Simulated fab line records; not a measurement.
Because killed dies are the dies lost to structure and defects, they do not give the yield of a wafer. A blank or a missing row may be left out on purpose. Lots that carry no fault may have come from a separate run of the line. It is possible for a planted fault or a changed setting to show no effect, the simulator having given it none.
The tool behind it: which one? / flow nandHarc / Sampling: 13 lots, 39 wafers, 6 of 1159 route steps

WHAT THE GAUGES READ, wafer by wafer
NHARC_A_CONTACT_CD_MEAS_53.
lot=L984; measured=day 16 15:04; on=cdSem-01; cdNm (nm)=189.5 189.0 189.4
lot=L988; measured=day 16 19:50; on=cdSem-03; cdNm (nm)=190.3 189.2 189.2
lot=L985; measured=day 16 21:07; on=cdSem-03; cdNm (nm)=187.8 187.6 188.0
lot=L986; measured=day 17 01:29; on=cdSem-02; cdNm (nm)=189.3 189.6 189.8
lot=L989; measured=day 17 08:16; on=cdSem-02; cdNm (nm)=189.0 189.8 190.0
lot=L987; measured=day 17 14:43; on=cdSem-03; cdNm (nm)=190.6 190.0 190.6
lot=L995; measured=day 19 03:26; on=cdSem-03; cdNm (nm)=189.3 188.8 190.2
lot=L997; measured=day 19 11:08; on=cdSem-02; cdNm (nm)=190.5 189.3 189.8
lot=L998; measured=day 19 16:33; on=cdSem-03; cdNm (nm)=190.0 189.9 189.5
lot=L100; measured=day 19 17:19; on=cdSem-03; cdNm (nm)=190.9 190.0 189.8
lot=L103; measured=day 21 16:23; on=cdSem-01; cdNm (nm)=191.6 192.1 191.8
lot=L107; measured=day 22 07:46; on=cdSem-03; cdNm (nm)=190.6 189.8 190.0
lot=L105; measured=day 22 12:40; on=cdSem-01; cdNm (nm)=189.7 189.9 190.3

NHARC_A_CONTACT_OVL_MEAS_70.
lot=L984; measured=day 16 19:46; on=overlay-01; overlayXNm (nm)=-0.4 -0.3 -0.4; overlayYNm (nm)=0.9 0.5 0.6
lot=L988; measured=day 16 23:40; on=overlay-02; overlayXNm (nm)=0.1 -0.5 -0.4; overlayYNm (nm)=-0.4 -0.8 -0.2
lot=L985; measured=day 17 00:51; on=overlay-01; overlayXNm (nm)=-0.5 -0.7 0.0; overlayYNm (nm)=0.3 0.3 0.9
lot=L986; measured=day 17 06:29; on=overlay-02; overlayXNm (nm)=-0.7 -0.6 -0.9; overlayYNm (nm)=0.0 -0.5 0.1
lot=L989; measured=day 17 12:14; on=overlay-02; overlayXNm (nm)=-0.2 -0.2 -0.1; overlayYNm (nm)=0.3 0.4 0.1
lot=L987; measured=day 17 18:26; on=overlay-02; overlayXNm (nm)=0.7 1.0 0.4; overlayYNm (nm)=1.2 1.6 1.1
lot=L995; measured=day 19 08:46; on=overlay-01; overlayXNm (nm)=-0.9 -0.3 -1.1; overlayYNm (nm)=-0.2 0.3 -0.7
lot=L997; measured=day 19 14:57; on=overlay-01; overlayXNm (nm)=23.5 23.4 24.0; overlayYNm (nm)=-0.4 -0.2 0.1
lot=L998; measured=day 19 20:22; on=overlay-01; overlayXNm (nm)=23.5 23.7 23.2; overlayYNm (nm)=-0.8 -0.5 -0.8
lot=L100; measured=day 19 21:00; on=overlay-02; overlayXNm (nm)=1.0 0.9 1.4; overlayYNm (nm)=1.8 1.4 1.4
lot=L103; measured=day 21 20:01; on=overlay-01; overlayXNm (nm)=0.5 0.8 0.6; overlayYNm (nm)=0.2 0.1 0.6
lot=L107; measured=day 22 12:20; on=overlay-01; overlayXNm (nm)=-1.0 -0.6 -0.7; overlayYNm (nm)=1.2 1.0 0.7
lot=L105; measured=day 22 16:14; on=overlay-02; overlayXNm (nm)=-1.6 -0.9 -1.7; overlayYNm (nm)=-0.4 -0.6 -0.7

NHARC_END_SORT_01.
lot=L995; measured=day 21 22:11; on=prober-01; killedAtArray=35 50 37; killedAtOther=2 0 0; killedAtPeriphery=3 4 2; killedDies=40 54 39; killedOpen=3 6 2; killedShort=4 4 3

EACH LOT AND THE TOOL THAT RAN IT (in order: tool; ch and the chambers of the sampled wafers; start)
lot=L984; NHARC_A_CONTACT_EXPOSE_66=arfiScanner-01 ch 0, day 16 19:33; NHARC_A_CONTACT_ETCH_125=harCapEtch-01 ch 0, day 16 21:14; NHARC_A_CONTACT_ETCH_129=harCapEtch-01 ch 0, day 16 21:48
lot=L988; NHARC_A_CONTACT_EXPOSE_66=arfiScanner-01 ch 0, day 16 23:26; NHARC_A_CONTACT_ETCH_125=harCapEtch-03 ch 0,1, day 17 01:14; NHARC_A_CONTACT_ETCH_129=harCapEtch-03 ch 0,1, day 17 01:59
lot=L985; NHARC_A_CONTACT_EXPOSE_66=arfiScanner-02 ch 0, day 17 00:38; NHARC_A_CONTACT_ETCH_125=harCapEtch-01 ch 0,1, day 17 02:19; NHARC_A_CONTACT_ETCH_129=harCapEtch-01 ch 0,1, day 17 02:53
lot=L986; NHARC_A_CONTACT_EXPOSE_66=arfiScanner-02 ch 0, day 17 06:15; NHARC_A_CONTACT_ETCH_125=harCapEtch-02 ch 0,1, day 17 08:03; NHARC_A_CONTACT_ETCH_129=harCapEtch-02 ch 0,1, day 17 08:37
lot=L989; NHARC_A_CONTACT_EXPOSE_66=arfiScanner-03 ch 0, day 17 12:00; NHARC_A_CONTACT_ETCH_125=harCapEtch-03 ch 0,1, day 17 13:47; NHARC_A_CONTACT_ETCH_129=harCapEtch-03 ch 0,1, day 17 14:33
lot=L987; NHARC_A_CONTACT_EXPOSE_66=arfiScanner-02 ch 0, day 17 18:13; NHARC_A_CONTACT_ETCH_125=harCapEtch-02 ch 0,1, day 17 20:08; NHARC_A_CONTACT_ETCH_129=harCapEtch-02 ch 0,1, day 17 20:53
lot=L995; NHARC_A_CONTACT_EXPOSE_66=arfiScanner-03 ch 0, day 19 08:32; NHARC_A_CONTACT_ETCH_125=harCapEtch-02 ch 0,1, day 19 10:13; NHARC_A_CONTACT_ETCH_129=harCapEtch-02 ch 0,1, day 19 10:47
lot=L997; NHARC_A_CONTACT_EXPOSE_66=arfiScanner-02 ch 0, day 19 14:43; NHARC_A_CONTACT_ETCH_125=harCapEtch-02 ch 0,1, day 19 16:23; NHARC_A_CONTACT_ETCH_129=harCapEtch-02 ch 0,1, day 19 16:58
lot=L998; NHARC_A_CONTACT_EXPOSE_66=arfiScanner-02 ch 0, day 19 20:08; NHARC_A_CONTACT_ETCH_125=harCapEtch-02 ch 0,1, day 19 22:05; NHARC_A_CONTACT_ETCH_129=harCapEtch-02 ch 0,1, day 19 22:50
lot=L100; NHARC_A_CONTACT_EXPOSE_66=arfiScanner-03 ch 0, day 19 20:46; NHARC_A_CONTACT_ETCH_125=harCapEtch-01 ch 0,1, day 19 23:02; NHARC_A_CONTACT_ETCH_129=harCapEtch-01 ch 0,1, day 19 23:37
lot=L103; NHARC_A_CONTACT_EXPOSE_66=arfiScanner-01 ch 0, day 21 19:47; NHARC_A_CONTACT_ETCH_125=harCapEtch-03 ch 0,1, day 21 21:33; NHARC_A_CONTACT_ETCH_129=harCapEtch-03 ch 0,1, day 21 22:09
lot=L107; NHARC_A_CONTACT_EXPOSE_66=arfiScanner-01 ch 0, day 22 12:07; NHARC_A_CONTACT_ETCH_125=harCapEtch-02 ch 0,1, day 22 13:46; NHARC_A_CONTACT_ETCH_129=harCapEtch-02 ch 0,1, day 22 14:20
lot=L105; NHARC_A_CONTACT_EXPOSE_66=arfiScanner-03 ch 0, day 22 16:01; NHARC_A_CONTACT_ETCH_125=harCapEtch-01 ch 1, day 22 17:58; NHARC_A_CONTACT_ETCH_129=harCapEtch-01 ch 1, day 22 18:32
- NHARC_A_CONTACT_EXPOSE_66: exposes mask A CC 2.
- NHARC_A_CONTACT_ETCH_125: etches the open film in C4F8/O2/Ar, time 155 s, target depth 956 nm.
- NHARC_A_CONTACT_ETCH_129: etches the open film in C4F8/O2/Ar, time 155 s, target depth 956 nm.

WHAT THE TOOLS THEMSELVES READ (means of the sampled wafers that have a number; where no wafer has one, the mark that the record gives instead)
The record holds no such reading with a usual standard deviation.

THE ANSWER, worked out from the rows above alone
Rule: usual is defined by the lots themselves. The widest of any qualifying gaps counts: lots, ordered by their means at a reading, are off when they make up no more than a third of the lots, leave a main group of 4 or more, and stand apart from it by 3 or more times the standard deviation of that group's means. A main group whose means are all the same, to the digits that the tables above print for the reading, isn't used. A lot without any number at a reading at which 4 lots or more have one is off too. The other lots that the step has rows for count as sound. Order of review: gauges by route order, followed by the tools' own readings, for which a lot's mean as printed above is used. The first step at which some lot is off is used, and at that step the reading that is off furthest; a lot without a number counts as furthest.
Off: L997, L998, at NHARC_A_CONTACT_OVL_MEAS_70 (overlayXNm). For the main group the mean is -0.2 nm and the standard deviation 0.72.
If a tool, at a process step before that reading, ran all the lots that are off and no sound lot after the first of them, it fits. Gauges at NHARC_A_CONTACT_OVL_MEAS_70: tried the same way as those tools. One candidate fits, namely arfiScanner-02 at NHARC_A_CONTACT_EXPOSE_66. Its last sound lot is L987 (day 17 18:13), its first lot that is off L997 (day 19 14:43): a fault that began between those two fits.

WHAT WAS PUT IN BY THE SIMULATOR
Scanner matching overlay: arfiScanner-02, from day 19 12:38 on, at NHARC_A_CONTACT_EXPOSE_66. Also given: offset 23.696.
Lots struck among those shown: L997, L998. Same finding as the rule above.
